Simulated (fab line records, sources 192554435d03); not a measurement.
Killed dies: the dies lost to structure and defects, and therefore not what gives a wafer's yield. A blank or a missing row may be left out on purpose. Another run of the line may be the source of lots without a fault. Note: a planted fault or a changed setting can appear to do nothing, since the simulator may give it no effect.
A struck lot beside a sound one | flow n5Finfet | 14 out of 1938 route steps
Sound: the wafers L514.1, L514.4, L514.5. Wafers struck: L511.4, L511.5, L511.6. The cause is given at the end.
For every step that has rows: the tool of each side, followed by ch and its chambers, followed by its first start. Under that, the readings that differ: sound wafers | struck wafers | difference of the means | sigmas: that difference in standard deviations of wafers without a fault.
alike: readings whose means differ by less than 2 such deviations, and words and numbers that are the same on both sides. not compared: withheld readings, readings that some wafer has no value for, bounds like >300 that may hide the same value, and numbers for which the record gives no deviation and whose values overlap.
A row with sigmas, a row that says differs or no value, or rows on one side alone: a step with any of these is where the two part. Non-overlapping numbers with no deviation appear without sigmas and do not part them. A reading that every wafer of one side lacks parts them only if that side has two wafers or more.

N5_DUMMY_GATE_CMP_04: polishes a-Si.
  sound on cmp-03 ch 0,2, day 8 07:06; struck on cmp-01 ch 2,3, day 7 15:47
  alike: motorCurrentA, timeToEndpointS
N5_DUMMY_GATE_THK_MEAS_05:
  sound: filmMetro-02 at day 8 07:20; struck: filmMetro-02 at day 7 15:59
reading    | sound          | struck         | difference | sigmas
thkNm (nm) | 69.5 71.1 69.1 | 73.8 71.7 73.5 | +3.1       | +2
then, 10 steps without rows for these wafers: N5_DUMMY_GATE_HM_DEP_06 (deposits SiNx from DCS/NH3, target thk 80 nm, time 5141 s); N5_DUMMY_GATE_PECVD_30 (deposits SiO2 from TEOS/O2, target thk 55 nm, time 10.8 s); N5_DUMMY_GATE_COAT_34 (time 60 s, resist thk 60 nm); N5_DUMMY_GATE_COAT_35 (time 60 s, resist thk 10 nm); N5_DUMMY_GATE_COAT_28 (time 60 s, resist thk 10 nm); N5_DUMMY_GATE_COAT_09 (resist thk 30 nm); N5_DUMMY_GATE_EBR_11; N5_DUMMY_GATE_SOFTBAKE_10 (time 60 s); N5_DUMMY_GATE_EXPOSE_12 (exposes mask GATE, target cd 25 nm); N5_DUMMY_GATE_PEB_13 (peb time 60 s).
N5_DUMMY_GATE_DEVELOP_14: develop time 30 s.
  sound on lithoTrack-03 ch 0, day 8 11:42; struck on lithoTrack-03, day 7 20:21
  no value came back on the struck wafers for chillPlateTempC (C), developTimeS (s); on the sound wafers chillPlateTempC (C) reads 22.78 22.93 22.93
reading                                        | sound          | struck   | difference | sigmas
model.CAR-EUV_of_DUMMY_GATE_COAT_09.thkNm (nm) | 29.4 29.6 29.6 | 30 30 30 | +0         | 
N5_DUMMY_GATE_CD_MEAS_15: target cd 25.8 nm.
  sound on cdSem-03 ch 0, day 8 11:46; struck on cdSem-01 ch 0, day 7 20:25
reading   | sound             | struck | difference                    | sigmas
cdNm (nm) | 25.12 24.59 24.72 | - - -  | no value on the struck wafers | 

WHERE THEY PART
At N5_DUMMY_GATE_THK_MEAS_05 first; at N5_DUMMY_GATE_CD_MEAS_15 last (within this record only).

WHY: what had been put in by the simulator
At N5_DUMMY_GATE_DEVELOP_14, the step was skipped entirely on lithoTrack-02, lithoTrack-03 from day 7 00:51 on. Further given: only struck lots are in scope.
